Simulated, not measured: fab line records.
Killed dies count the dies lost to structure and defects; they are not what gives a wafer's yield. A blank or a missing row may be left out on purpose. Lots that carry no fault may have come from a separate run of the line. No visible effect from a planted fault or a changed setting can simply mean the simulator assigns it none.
Problem report, 8D (eight disciplines) form, completed by code | flow n5 finfet | the parts of the form that need people (team, actions taken, sign-off) are left out

== 1. WHAT IS WRONG ==
A mean of 387.46 C is read at N5_BEOL_M3_PECVD_72 for susceptor temp C, taken on 1 wafer of 1 lot, against 399.99 C (standard deviation 0.23) on wafers free of any fault. That is -54 standard deviations from the usual mean.
The step: deposits SiO2 from TEOS/O2, target thk 16 nm, time 18 s.
Earliest sighting: wafer L545.6 on pecvd-01 at day 12 11:07. The record has a number at this step for 30 wafers belonging to 10 lots. Rule for "out" (also "out of limits"): further than 4 standard deviations from the usual mean. Any other wafer with a number is counted as sound.

== 2. WHAT IT IS, AND WHAT IT ISN'T ==
question                    | is                | is not
which readings at this step | susceptor temp C  | heater power w, showerhead plenum p Torr, throttle valve pct
which lots                  | L545              | L524, L526, L527, L528, L529, L532, L534, L544, L547
which wafers of those lots  | L545.6            | L545.1, L545.5
read on which tools         | pecvd-01          | pecvd-02, pecvd-04
when                        | from day 12 11:07 | up to then (26 sound wafers); but 3 sound wafers of L547 came after

== 3. WHAT RULES OUT EACH SUSPECT ==
Counting: if a tool at a process step up to the reading ran every lot that is out, it stays a suspect. Sound lots after the first of them don't rule it out here, since some wafers of a struck lot are sound.
- pvd sputter-03 at N5_BEOL_M2_ANNEAL_87 (time 240 s): kept. The lot that is out, L545, ran on it at day 12 08:44; the last sound lot it ran before that was L526, at day 7 17:16.
- pvd sputter-03 at N5_BEOL_M2_ANNEAL_93 (time 240 s): kept. The lot that is out, L545, ran on it at day 12 09:23; the last sound lot it ran before that was L526, at day 7 17:55.
- pvd sputter-03 at N5_BEOL_M2_SPUTTER_94 (material Cu, target thk 4.5 nm, time 8.29 s): kept. The lot that is out, L545, ran on it at day 12 09:32; the last sound lot it ran before that was L526, at day 7 18:04.
- pecvd-01 at N5_BEOL_M3_PECVD_72 (deposits SiO2 from TEOS/O2, target thk 16 nm, time 18 s): kept. The lot that is out, L545, ran on it at day 12 11:07; the last sound lot it ran before that was L534, at day 9 12:23. Its own readings are out on those wafers: susceptor temp C.
- At N5_BEOL_M3_PECVD_72 on pecvd-01, chamber 2 took the sound wafers of the same lots and chamber 1 took the wafers that are out.
Left after counting: pvd sputter-03 at N5_BEOL_M2_ANNEAL_87, pvd sputter-03 at N5_BEOL_M2_ANNEAL_93, pvd sputter-03 at N5_BEOL_M2_SPUTTER_94, pecvd-01 at N5_BEOL_M3_PECVD_72.

== 4. THE CAUSE (what the simulator had put in) ==
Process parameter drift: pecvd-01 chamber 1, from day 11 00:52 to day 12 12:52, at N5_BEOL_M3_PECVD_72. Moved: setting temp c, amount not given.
Counting leaves 4 suspects; this tool is one of them.

== 5. THE EFFECT CHAIN, in route order ==
Each row: a reading where the mean over the struck wafers with a number is more than 3 standard deviations away from the usual. Only readings for which the record gives a usual standard deviation are gone through. hours: the time from each lot's start at the first step in this table that gives one to its start at this step, as a median over the lots. sigmas: the change in usual standard deviations.
hours | step                | reading          | usual    | on struck wafers | change | sigmas
0     | N5_BEOL_M3_PECVD_72 | susceptor temp C | 399.99 C | 387.46           | -12.53 | -54
The process steps in it:
- N5_BEOL_M3_PECVD_72: deposits SiO2 from TEOS/O2, target thk 16 nm, time 18 s.
Later steps that measure or inspect, where all struck wafers having a row at the step show a number for every such reading and not one has moved that far: N5_BEOL_M4_RC_MEAS_101.

== 6. HOW IT WOULD HAVE BEEN CAUGHT EARLIER ==
First out-of-limits reading in this record: day 12 11:07, which is 34 hours after fault onset at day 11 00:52.
